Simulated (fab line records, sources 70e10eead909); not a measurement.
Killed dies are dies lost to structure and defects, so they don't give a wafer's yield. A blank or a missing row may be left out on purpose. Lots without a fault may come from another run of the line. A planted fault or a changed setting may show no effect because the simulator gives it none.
Chamber matching | flow nand_harc | NHARC_A_CHANNEL_HOLE_D1_ETCH_44 on rie_diel-04: 4 sister chambers
The step etches the open film in CF4/O2, target depth 140 nm, overetch 14 nm, time 77 s. 4 wafers are shown with their chamber, then 12 later ones without.

WAFERS WITH THEIR CHAMBER
wafer  | chamber | drypump_motor_current_A (A)
L088.4 | 3       | 5.2
L090.1 | 0       | 5.8
L090.3 | 1       | 6.4
L090.5 | 2       | 5.2

WAFERS WITHOUT THEIR CHAMBER
wafer  | drypump_motor_current_A (A)
L092.1 | 6.4
L092.2 | 5.2
L092.3 | 5.8
L095.2 | 6.5
L095.3 | 5.1
L095.6 | 5.2
L096.1 | 5.2
L096.2 | 5.2
L096.6 | 5.2
L097.2 | 6.4
L097.3 | 5.8
L097.6 | 6.4

WHICH CHAMBER EACH WENT THROUGH
wafer  | from the rows above     | in truth
L092.1 | 1                       | 1
L092.2 | can't be placed: 2 or 3 | 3
L092.3 | 0                       | 0
L095.2 | 1                       | 1
L095.3 | can't be placed: 2 or 3 | 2
L095.6 | can't be placed: 2 or 3 | 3
L096.1 | can't be placed: 2 or 3 | 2
L096.2 | can't be placed: 2 or 3 | 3
L096.6 | can't be placed: 2 or 3 | 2
L097.2 | 1                       | 1
L097.3 | 0                       | 0
L097.6 | 1                       | 1
Placed correctly: 6 of 12. Can't be placed from these rows: 6 (the true chamber is among the candidates in 6). Placed wrongly: 0.
How it was worked out, from the rows above alone: a wafer's distance from a chamber is the root of the sum, over the readings, of the square of ((its reading less the chamber's mean) divided by the reading's scatter). The wafer belongs to the nearest chamber; if the next one is less than 2 further off, it can't be placed. A chamber's mean is the mean of its shown wafers. The scatter: with one shown wafer a chamber, the root of the mean of the squares of how far each hidden wafer lies from its nearest shown one.
